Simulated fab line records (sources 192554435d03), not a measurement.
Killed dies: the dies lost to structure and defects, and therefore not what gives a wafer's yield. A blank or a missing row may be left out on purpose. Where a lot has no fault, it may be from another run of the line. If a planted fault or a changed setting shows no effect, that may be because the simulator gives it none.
fab line records | flow n5Finfet
record lots=10 | wafers=30 | lastDay=18
route steps=1938 shown BEOL_M0_SAQP@690 BEOL_M0_CUTY@702 BEOL_M4@1111 PASSIVATION@1936
lots that met no fault: taken from a fault-free run of the same line
startH: hours from the record's opening day to when the first of the lot's shown wafers began | waitH: how many hours have passed since the lot's step before this one | " unchanged from the row above | L1.1+2: a single row standing in for several wafers | - no value, or no start given | * or withheld: withheld | < > ~ a bound
route shown NAME@n: a module of which the file shows steps, and the number in the route of the first | usual: average and standard deviation across the fault-free wafers | same: alike in all rows | chamber/n: place in a boat | sites: the reading at each site | _std_site: the values' standard deviation | _edge_site: inner sites' mean taken away from outer sites' mean | radiusMm: for every site, how far away it sits from the centre of the wafer | mask NAME#n: copy n | behind: the most recent tool/chamber to have shaped the wafer | hold: why the lot was held/for how many hours/how that ended | device: whichever transistor did not switch (one of n, p or np) | end of line: at the end of the route, the tests of the same wafers | a step given without rows: its recipe and nothing more | killed: the dies lost at the first sort to structure and to defects; this is not the yield of the wafer | map: shows each die of a wafer: x if killed, . if not, _ if none is there
set.NAME: the setting that was run; set.NAME@STEP: the one run at that earlier step | model.NAME: the simulator's own value behind a step, which no gauge read
the route's steps for a sample of lots (tables are steps, rows are wafers)
services: a tool's chamber out of use, with start hour (startH, from the record's first day; less than 0 if before it), hours out, and reason
## steps
# step N5_BEOL_M0_SAQP_OVL_MEAS_41
# recipe pointsPerWafer=522
# usual M0_CUT1_OVL=-0.4/0.62
lot.wafer | tool       | chamber | startH | waitH | M0_CUT1_OVL[nm]
L642.2    | overlay-01 | 0       | 112.31 | 0.0   | -0.3
L642.3    | "          | 0       | "      | "     | -1.8
L642.4    | "          | 0       | "      | "     | -0.7
L644.1    | overlay-01 | 0       | 120.82 | 0.0   | 0.0
L644.2    | "          | 0       | "      | "     | -0.2
L644.5    | "          | 0       | "      | "     | -0.9
L647.2    | overlay-01 | 0       | 142.54 | 0.0   | -0.1
L647.3    | "          | 0       | "      | "     | -1.6
L647.6    | "          | 0       | "      | "     | 0.0
L653.2    | overlay-02 | 0       | 181.43 | 0.0   | -0.5
L653.4    | "          | 0       | "      | "     | -1.2
L653.5    | "          | 0       | "      | "     | 0.0
L656.1    | overlay-01 | 0       | 195.37 | 0.0   | -0.7
L656.4    | "          | 0       | "      | "     | -0.2
L656.5    | "          | 0       | "      | "     | -0.5
L661.3    | overlay-02 | 0       | 223.52 | 0.0   | 0.3
L661.5    | "          | 0       | "      | "     | 0.6
L661.6    | "          | 0       | "      | "     | -0.4
L662.1    | overlay-02 | 0       | 229.19 | 0.0   | 0.0
L662.4    | "          | 0       | "      | "     | -0.7
L662.5    | "          | 0       | "      | "     | -0.6
L663.2    | overlay-01 | 0       | 240.35 | 0.0   | -0.4
L663.4    | "          | 0       | "      | "     | -0.3
L663.6    | "          | 0       | "      | "     | -0.8
L664.1    | overlay-02 | 0       | 246.37 | 0.0   | -0.4
L664.2    | "          | 0       | "      | "     | -0.1
L664.4    | "          | 0       | "      | "     | -0.1
L665.2    | overlay-02 | 0       | 254.57 | 0.0   | 0.0
L665.4    | "          | 0       | "      | "     | -0.6
L665.5    | "          | 0       | "      | "     | 1.4
# step N5_BEOL_M0_CUTY_COAT_51
# recipe resist=CAR-ArF-block | spinRpm=1500 | resistThkNm=150
# usual exhaustPa=44.8/0.81 | spinSpeedRpm=1499.9/1
lot.wafer | tool          | chamber | startH | waitH | exhaustPa | spinSpeedRpm
L642.2    | lithoTrack-04 | 0       | 113.49 | -     | 45.6      | 1500.4
L642.3    | "             | 0       | "      | "     | 45.3      | 1498.5
L642.4    | "             | 0       | "      | "     | 44.3      | 1499.0
L644.1    | lithoTrack-04 | 0       | 122.05 | -     | 44.6      | 1499.3
L644.2    | "             | 0       | "      | "     | 45.0      | 1499.8
L644.5    | "             | 0       | "      | "     | 43.8      | 1500.6
L647.2    | lithoTrack-04 | 0       | 143.58 | -     | 44.2      | 1407.2
L647.3    | "             | 0       | "      | "     | 45.8      | 1406.5
L647.6    | "             | 0       | "      | "     | 44.7      | 1405.4
L653.2    | lithoTrack-04 | 0       | 184.80 | -     | 45.2      | 1405.1
L653.4    | "             | 0       | "      | "     | 45.0      | 1406.8
L653.5    | "             | 0       | "      | "     | 45.8      | 1407.5
L656.1    | lithoTrack-01 | 0       | 196.46 | -     | 45.0      | 1499.4
L656.4    | "             | 0       | "      | "     | 46.6      | 1499.1
L656.5    | "             | 0       | "      | "     | 45.3      | 1500.2
L661.3    | lithoTrack-05 | 0       | 224.57 | -     | 46.5      | 1502.5
L661.5    | "             | 0       | "      | "     | 46.2      | 1501.3
L661.6    | "             | 0       | "      | "     | 45.5      | 1501.5
L662.1    | lithoTrack-05 | 0       | 230.29 | -     | 45.1      | 1499.5
L662.4    | "             | 0       | "      | "     | 43.4      | 1499.1
L662.5    | "             | 0       | "      | "     | 43.7      | 1498.9
L663.2    | lithoTrack-01 | 0       | 241.40 | -     | 44.9      | 1499.2
L663.4    | "             | 0       | "      | "     | 45.4      | 1500.8
L663.6    | "             | 0       | "      | "     | 44.2      | 1500.3
L664.1    | lithoTrack-05 | 0       | 247.52 | -     | 44.1      | 1499.4
L664.2    | "             | 0       | "      | "     | 44.6      | 1500.0
L664.4    | "             | 0       | "      | "     | 46.1      | 1500.2
L665.2    | lithoTrack-05 | 0       | 255.62 | -     | 45.6      | 1499.1
L665.4    | "             | 0       | "      | "     | 44.2      | 1500.0
L665.5    | "             | 0       | "      | "     | 45.5      | 1502.1
# step N5_BEOL_M0_CUTY_CD_MEAS_57
# recipe targetCdNm=200 | landingEnergyEv=500 | detector=seInlens | polarity=line
# usual cdNm=199.8/0.78
lot.wafer | tool     | chamber | startH | waitH | cdNm
L642.2    | cdSem-03 | 0       | 113.71 | -     | 200.5
L642.3    | "        | 0       | "      | "     | 199.9
L642.4    | "        | 0       | "      | "     | 199.7
L644.1    | cdSem-01 | 0       | 122.40 | -     | 200.7
L644.2    | "        | 0       | "      | "     | 200.8
L644.5    | "        | 0       | "      | "     | 199.9
L647.2    | cdSem-03 | 0       | 143.93 | -     | 199.9
L647.3    | "        | 0       | "      | "     | 199.5
L647.6    | "        | 0       | "      | "     | 200.5
L653.2    | cdSem-01 | 0       | 185.15 | -     | 200.1
L653.4    | "        | 0       | "      | "     | 199.8
L653.5    | "        | 0       | "      | "     | 201.1
L656.1    | cdSem-02 | 0       | 196.81 | -     | 201.0
L656.4    | "        | 0       | "      | "     | 199.6
L656.5    | "        | 0       | "      | "     | 200.6
L661.3    | cdSem-01 | 0       | 224.92 | -     | 200.6
L661.5    | "        | 0       | "      | "     | 201.5
L661.6    | "        | 0       | "      | "     | 199.5
L662.1    | cdSem-02 | 0       | 230.63 | -     | 199.8
L662.4    | "        | 0       | "      | "     | 199.0
L662.5    | "        | 0       | "      | "     | 199.3
L663.2    | cdSem-02 | 0       | 241.75 | -     | 199.5
L663.4    | "        | 0       | "      | "     | 199.0
L663.6    | "        | 0       | "      | "     | 199.5
L664.1    | cdSem-03 | 0       | 247.86 | -     | 201.0
L664.2    | "        | 0       | "      | "     | 200.7
L664.4    | "        | 0       | "      | "     | 200.2
L665.2    | cdSem-01 | 0       | 255.84 | -     | 200.5
L665.4    | "        | 0       | "      | "     | 199.5
L665.5    | "        | 0       | "      | "     | 199.3
# step N5_BEOL_M0_CUTY_ETCH_62
# recipe chemistry=CF4 | target=SiARC | maskMaterial=CAR-ArF-block | timeS=58.5 | ionEnergyEv=80 | pressureMtorr=40 | sourceW=545 | biasW=36 | Ar_flow_sccm=100 | cf4FlowSccm=100 | ends=cleared
# usual biasW=36.01/0.11 | drypumpMotorCurrentA=5.6/0.39 | etchRfOnTimeS=58.5/1.2 | oesProductAu=0.69/0.074 | rfFwdPowerW=538.8/2.5 | rfVppV=184.4/1 | showerheadPlenumPTorr=2.16/0.064 | throttleValvePct=15.58/0.29
lot.wafer | tool       | chamber | startH | waitH | biasW | drypumpMotorCurrentA | etchRfOnTimeS | oesProductAu | rfFwdPowerW | rfHoursCounterH | rfVppV | showerheadPlenumPTorr | throttleValvePct
L642.2    | rieDiel-03 | 1       | 113.85 | 0.0   | 36.13 | 5.5                  | 61.4          | 0.60         | 537.9       | 212             | 182.8  | 2.12                  | 15.67
L642.3    | "          | 3       | "      | "     | 35.91 | 5.7                  | 59.4          | 0.58         | 539.6       | -               | 186.0  | 2.20                  | 16.16
L642.4    | "          | 1       | "      | "     | 35.94 | 5.6                  | 61.0          | 0.60         | 538.2       | -               | 183.9  | 2.12                  | 15.67
L644.1    | rieDiel-04 | 1       | 122.52 | 0.0   | 36.06 | 5.7                  | 59.5          | 0.58         | 535.7       | 240             | 186.2  | 2.20                  | 15.84
L644.2    | "          | 3       | "      | "     | 35.98 | 5.5                  | 56.7          | 0.82         | 541.5       | 14              | 184.7  | 2.19                  | 15.06
L644.5    | "          | 1       | "      | "     | 35.84 | 5.7                  | 59.0          | 0.58         | 536.3       | -               | 185.4  | 2.20                  | 15.84
L647.2    | rieDiel-06 | 2       | 144.23 | 0.0   | 36.01 | 5.0                  | 58.3          | 0.70         | 535.5       | 79              | 184.1  | 2.09                  | 15.75
L647.3    | "          | 0       | "      | "     | 35.87 | 5.5                  | 59.1          | 0.63         | 539.0       | 181             | 183.9  | 2.14                  | 15.52
L647.6    | "          | 2       | "      | "     | 35.97 | 5.0                  | 58.4          | 0.71         | 536.7       | -               | 183.2  | 2.09                  | 15.75
L653.2    | rieDiel-03 | 3       | 185.27 | 0.0   | 35.97 | 5.7                  | 58.7          | 0.84         | 541.2       | 2               | 184.9  | 2.20                  | 15.71
L653.4    | "          | 2       | "      | "     | 36.08 | 5.7                  | 59.2          | 0.75         | 533.6       | 30              | 186.9  | 2.28                  | 15.25
L653.5    | "          | 2       | "      | "     | 35.91 | 5.7                  | 60.3          | 0.74         | 532.6       | -               | 184.5  | 2.28                  | 15.25
L656.1    | rieDiel-06 | 2       | 196.93 | 0.0   | 35.98 | 5.0                  | 57.9          | 0.70         | 536.9       | 96              | 183.0  | 2.09                  | 15.79
L656.4    | "          | 0       | "      | "     | 36.01 | 5.5                  | 58.6          | 0.63         | 540.3       | 200             | 183.3  | 2.13                  | 15.56
L656.5    | "          | 0       | "      | "     | 35.84 | 5.5                  | 59.0          | 0.62         | 540.9       | -               | 183.7  | 2.13                  | 15.55
L661.3    | rieDiel-03 | 3       | 225.31 | 0.0   | 36.07 | 5.7                  | 58.2          | 0.80         | 537.2       | 18              | 184.3  | 2.19                  | 15.73
L661.5    | "          | 0       | "      | "     | 36.05 | 5.1                  | 58.7          | 0.72         | 540.4       | -               | 183.9  | 2.09                  | 15.64
L661.6    | "          | 3       | "      | "     | 35.94 | 5.7                  | 58.4          | 0.80         | 536.9       | -               | 185.1  | 2.19                  | 15.72
L662.1    | rieDiel-04 | 2       | 230.91 | 0.0   | 35.84 | 5.7                  | 58.0          | 0.71         | 539.9       | 64              | 184.2  | 2.17                  | 15.14
L662.4    | "          | 1       | "      | "     | 35.97 | 5.7                  | 58.1          | 0.78         | 537.6       | 21              | 183.7  | 2.19                  | 15.41
L662.5    | "          | 1       | "      | "     | 35.86 | 5.8                  | 57.4          | 0.79         | 539.6       | -               | 183.5  | 2.19                  | 15.40
L663.2    | rieDiel-03 | 3       | 242.00 | 0.0   | 36.01 | 5.7                  | 57.8          | 0.79         | 537.2       | 23              | 184.1  | 2.19                  | 15.75
L663.4    | "          | 2       | "      | "     | 35.94 | 5.6                  | 59.0          | 0.72         | 534.0       | 54              | 185.4  | 2.27                  | 15.28
L663.6    | "          | 0       | "      | "     | 35.93 | 5.0                  | 58.4          | 0.72         | 542.2       | -               | 184.2  | 2.09                  | 15.66
L664.1    | rieDiel-06 | 0       | 248.06 | 0.0   | 36.10 | 5.5                  | 59.0          | 0.60         | 538.8       | 219             | 184.1  | 2.13                  | 15.59
L664.2    | "          | 1       | "      | "     | 35.85 | 5.3                  | 57.7          | 0.64         | 536.5       | 158             | 183.2  | 2.05                  | 15.93
L664.4    | "          | 2       | "      | "     | 36.22 | 5.0                  | 58.9          | 0.67         | 538.1       | 113             | 182.6  | 2.08                  | 15.84
L665.2    | rieDiel-06 | 1       | 255.97 | 0.0   | 35.81 | 5.3                  | 56.9          | 0.64         | 539.6       | 161             | 183.0  | 2.05                  | 15.94
L665.4    | "          | 2       | "      | "     | 35.97 | 5.0                  | 58.8          | 0.67         | 538.2       | 116             | 183.2  | 2.08                  | 15.83
L665.5    | "          | 1       | "      | "     | 36.05 | 5.3                  | 56.8          | 0.63         | 538.7       | -               | 185.1  | 2.05                  | 15.92
# step N5_BEOL_M4_RC_MEAS_101
# usual DIBL_N=36.4/1.4 | DIBL_P=36.3/1.8 | IOFF_N=0.163/0.024 | IOFF_P=0.21/0.034 | ION_N=673/11 | ION_P=461/7.4 | SS_N=71.6/0.52 | SS_P=73.3/0.58 | VT_N=249.4/2.5 | VT_P=-250/3.5
lot.wafer | tool      | chamber | startH | waitH | DIBL_N[mV/V] | DIBL_P[mV/V] | IOFF_N[nA/um] | IOFF_P[nA/um] | ION_N[uA/um] | ION_P[uA/um] | SS_N[mV/dec] | SS_P[mV/dec] | VT_N[mV] | VT_P[mV]
L642.2    | prober-02 | 0       | 168.13 | 0.2   | 36.6         | 36.5         | 0.169         | 0.20          | 686          | 462          | 70.9         | 72.7         | 248.1    | -253
L642.3    | "         | 0       | "      | "     | 35.5         | 34.1         | 0.153         | 0.18          | 669          | 451          | 70.7         | 72.3         | 248.6    | -252
L642.4    | "         | 0       | "      | "     | 36.9         | 37.0         | 0.187         | 0.21          | 699          | 465          | 71.5         | 73.4         | 246.2    | -252
L644.1    | prober-01 | 0       | 175.17 | 0.0   | 37.2         | 38.0         | 0.170         | 0.25          | 663          | 456          | 71.9         | 73.8         | 245.9    | -246
L644.2    | "         | 0       | "      | "     | 37.2         | 37.4         | 0.169         | 0.24          | 668          | 462          | 71.2         | 73.4         | 249.0    | -248
L644.5    | "         | 0       | "      | "     | 37.5         | 38.2         | 0.181         | 0.24          | 666          | 459          | 71.9         | 73.8         | 246.9    | -248
L647.2    | prober-01 | 0       | 201.78 | 0.2   | 37.5         | 38.4         | 0.198         | 0.24          | 678          | 458          | 72.5         | 74.3         | 247.3    | -249
L647.3    | "         | 0       | "      | "     | 39.0         | 39.6         | 0.209         | 0.26          | 679          | 460          | 72.6         | 74.2         | 246.0    | -252
L647.6    | "         | 0       | "      | "     | 37.6         | 38.6         | 0.190         | 0.24          | 682          | 469          | 71.7         | 73.8         | 248.4    | -249
L653.2    | prober-01 | 0       | 228.92 | 0.2   | 34.6         | 33.8         | 0.134         | 0.18          | 676          | 462          | 71.2         | 71.9         | 249.4    | -255
L653.4    | "         | 0       | "      | "     | 36.2         | 35.3         | 0.156         | 0.19          | 675          | 458          | 71.5         | 74.2         | 248.3    | -251
L653.5    | "         | 0       | "      | "     | 35.7         | 34.9         | 0.144         | 0.19          | 675          | 463          | 71.9         | 73.3         | 249.2    | -254
L656.1    | prober-01 | 0       | 257.91 | 0.0   | 35.4         | 36.1         | 0.172         | 0.22          | 688          | 466          | 72.0         | 73.5         | 246.6    | -246
L656.4    | "         | 0       | "      | "     | 35.2         | 35.5         | 0.160         | 0.21          | 664          | 464          | 70.9         | 73.1         | 251.5    | -246
L656.5    | "         | 0       | "      | "     | 37.6         | 38.1         | 0.204         | 0.25          | 683          | 463          | 71.9         | 74.3         | 245.7    | -245
L661.3    | prober-02 | 0       | 283.50 | 0.3   | 37.2         | 37.3         | 0.153         | 0.21          | 674          | 457          | 72.6         | 73.9         | 250.4    | -250
L661.5    | "         | 0       | "      | "     | 36.8         | 36.7         | 0.150         | 0.20          | 665          | 459          | 71.8         | 73.5         | 252.3    | -251
L661.6    | "         | 0       | "      | "     | 36.7         | 37.1         | 0.156         | 0.21          | 679          | 463          | 71.8         | 73.9         | 251.0    | -253
L662.1    | prober-01 | 0       | 286.41 | 0.0   | 39.8         | 39.1         | 0.201         | 0.26          | 667          | 458          | 71.8         | 74.0         | 250.8    | -245
L662.4    | "         | 0       | "      | "     | 38.6         | 37.8         | 0.186         | 0.25          | 684          | 467          | 71.5         | 73.6         | 249.1    | -245
L662.5    | "         | 0       | "      | "     | 38.2         | 37.4         | 0.171         | 0.23          | 666          | 463          | 71.7         | 73.3         | 248.9    | -247
L664.1    | prober-02 | 0       | 300.13 | 0.0   | 35.3         | 31.4         | 0.130         | 0.15          | 674          | 453          | 71.3         | 72.9         | 250.6    | -258
L664.2    | "         | 0       | "      | "     | 34.5         | 30.9         | 0.117         | 0.14          | 669          | 450          | 70.8         | 72.6         | 251.5    | -257
L664.4    | "         | 0       | "      | "     | 35.9         | 32.4         | 0.137         | 0.16          | 660          | 446          | 70.6         | 72.0         | 250.8    | -255
L663.2    | prober-02 | 0       | 303.23 | 0.2   | 35.1         | 34.8         | 0.137         | 0.19          | 665          | 460          | 70.9         | 73.0         | 250.8    | -250
L663.4    | "         | 0       | "      | "     | 36.0         | 35.2         | 0.146         | 0.20          | 666          | 455          | 71.1         | 72.9         | 251.1    | -250
L663.6    | "         | 0       | "      | "     | 35.1         | 35.0         | 0.142         | 0.20          | 662          | 456          | 70.9         | 72.6         | 248.0    | -248
L665.2    | prober-01 | 0       | 306.09 | 0.2   | 37.4         | 35.5         | 0.158         | 0.23          | 674          | 466          | 71.0         | 73.2         | 249.3    | -247
L665.4    | "         | 0       | "      | "     | 40.3         | 38.7         | 0.217         | 0.30          | 691          | 465          | 72.4         | 73.9         | 245.3    | -242
L665.5    | "         | 0       | "      | "     | 36.6         | 33.9         | 0.146         | 0.22          | 656          | 458          | 71.6         | 72.1         | 254.2    | -247
# step N5_PASSIVATION_PROBE_49
# usual defectLimitedYield=91.4/1.6 | killed_at_M0_to_M3=34/12 | killed_at_M4_up=13/5.2 | killedAtContacts=11/5.5 | killedAtFrontEnd=40/13 | killedAtOther=3.4/2.7 | killedDies=102/19 | killedOpen=66/15 | killedShort=33/7.9 | sort_bin_5_function=5.1/1.1 | sort_bin_6_memory=3.2/0.7 | sortNPass=1078/19 | sortYieldPct=91.4/1.6
# same grossDies=1180 | killedAtBackSide=0 | sort_bin_4_leakage[%]=0 | sort_bin_8_speed[%]=0
lot.wafer | tool      | chamber | startH | waitH | defectLimitedYield[%] | killed_at_M0_to_M3 | killed_at_M4_up | killedAtContacts | killedAtFrontEnd | killedAtOther | killedDies | killedOpen | killedShort | sort_bin_5_function[%] | sort_bin_6_memory[%] | sortNPass | sortYieldPct[%]
L656.1    | prober-02 | -       | 370.04 | 0.0   | 90.1                  | 36                 | 17              | 10               | 53               | 1             | 117        | 74         | 43          | 5.8                    | 3.6                  | 1063      | 90.1
L656.4    | prober-02 | -       | 370.19 | 0.2   | 90.1                  | 47                 | 24              | 8                | 30               | 8             | 117        | 82         | 35          | 5.8                    | 3.9                  | 1063      | 90.1
L656.5    | prober-02 | -       | 370.24 | 0.2   | 88.7                  | 58                 | 8               | 11               | 45               | 11            | 133        | 80         | 52          | 7.2                    | 3.7                  | 1047      | 88.7
# killed by level:class
L656.1 FIN_SAQP:geometricParticle:open=16 MOL_CONTACT_COAG:geometricParticle:open=10 FIN_SAQP:geometricParticle:short=9 BEOL_M2:geometricParticle:open=9 GATE_CUT:geometricParticle:short=7 BEOL_M4:geometricParticle:open=7 GATE_CUT:geometricParticle:open=5 BEOL_M0_SAQP:geometricParticle:short=5
L656.4 BEOL_M4:geometricParticle:open=14 BEOL_M0_SAQP:geometricParticle:open=12 BEOL_M2:geometricParticle:open=11 BEOL_M3:geometricParticle:open=10 STI_FIN_REVEAL:geometricParticle:open=7 FIN_SAQP:geometricParticle:short=6 FIN_SAQP:geometricParticle:open=6 MOL_CONTACT_COAG:geometricParticle:open=6
L656.5 BEOL_M0_SAQP:geometricParticle:short=19 FIN_SAQP:geometricParticle:short=12 BEOL_M2:geometricParticle:open=11 STI_FIN_REVEAL:geometricParticle:open=10 MOL_CONTACT_COAG:geometricParticle:open=10 BEOL_M3:geometricParticle:open=10 FIN_SAQP:geometricParticle:open=6 BEOL_M0_SAQP:geometricParticle:open=6
## services
tool       | chamber | startH | hours | kind
rieDiel-03 | 0       | 111.09 | 14.0  | repair
rieDiel-03 | 3       | 148.21 | -     | clean
rieDiel-03 | 3       | 148.21 | -     | consumableReplace:focusRing
rieDiel-03 | 3       | 148.21 | 29.4  | scheduledDown
rieDiel-03 | 3       | 148.21 | 29.4  | ventCycle
rieDiel-04 | 1       | 149.34 | -     | clean
rieDiel-04 | 1       | 149.34 | -     | consumableReplace:focusRing
rieDiel-04 | 1       | 149.34 | 18.4  | scheduledDown
rieDiel-04 | 1       | 149.34 | 18.4  | ventCycle
rieDiel-03 | 1       | 211.40 | -     | clean
rieDiel-03 | 1       | 211.40 | -     | consumableReplace:focusRing
rieDiel-03 | 1       | 211.40 | 17.4  | scheduledDown
rieDiel-03 | 1       | 211.40 | 17.4  | ventCycle
rieDiel-06 | 3       | 226.21 | 11.0  | repair
## key
firstSign step=N5_BEOL_M0_CUTY_COAT_51 | reading=spinSpeedRpm | direction=down | sigmas=93 | usual=* | struck=*
effect none on later readings
metAt N5_BEOL_M0_CUTY_COAT_51
struckLots L647,L653
notActingAt N5_BEOL_M0_SAQP_OVL_MEAS_41,N5_BEOL_M0_CUTY_CD_MEAS_57,N5_BEOL_M0_CUTY_ETCH_62
onsetBetween 122.05 143.58
fault kind=processParameterDrift | tool=lithoTrack-04 | chamber=- | onsetH=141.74 | steps=N5_BEOL_M0_CUTY_COAT_51 | channel=spinRpm | offset=* | shape=step | endH=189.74 | actsIn=* | stated=*
